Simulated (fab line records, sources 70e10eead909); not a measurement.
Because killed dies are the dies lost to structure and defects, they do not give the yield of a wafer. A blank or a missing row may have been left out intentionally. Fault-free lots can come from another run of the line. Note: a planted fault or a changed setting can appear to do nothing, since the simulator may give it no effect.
Matching of chambers | flow nand_harc | rie_diel-05 running NHARC_A_CONTACT_DESCUM_74: 4 sister chambers
The step chemistry O2, time 3 s. 4 wafers are shown with their chamber, then 7 later ones without.

## EACH WAFER AND ITS CHAMBER
wafer  | chamber | drypump_motor_current_A (A)
L567.5 | 2       | 6.13
L578.2 | 1       | 5.99
L579.1 | 0       | 5.68
L579.3 | 3       | 5.69

## WAFERS WHOSE CHAMBER IS MISSING
wafer  | drypump_motor_current_A (A)
L579.4 | 5.71
L582.3 | 6.10
L582.5 | 5.70
L582.6 | 5.71
L584.1 | 5.70
L584.2 | 5.97
L584.6 | 6.13

## WHICH CHAMBER EACH ONE RAN IN
wafer  | from the rows above     | in truth
L579.4 | can't be placed: 3 or 0 | 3
L582.3 | 2                       | 2
L582.5 | can't be placed: 3 or 0 | 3
L582.6 | can't be placed: 3 or 0 | 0
L584.1 | can't be placed: 3 or 0 | 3
L584.2 | 1                       | 1
L584.6 | 2                       | 2
Correctly placed: 3 of 7. Can't be placed from these rows: 4 (the true chamber is among the candidates in 4). Placed wrongly: 0.
How it was worked out, from the rows above alone: a wafer's distance from a chamber is the root of the sum, over the readings, of the square of ((its reading less the chamber's mean) divided by the reading's scatter). If the next closest chamber is less than 2 further off than the closest, the wafer can't be placed; otherwise it belongs to the closest. The mean given for a chamber averages the wafers shown for that chamber. The scatter: root of mean squared gap, hidden wafer to nearest shown wafer, with one shown wafer a chamber.
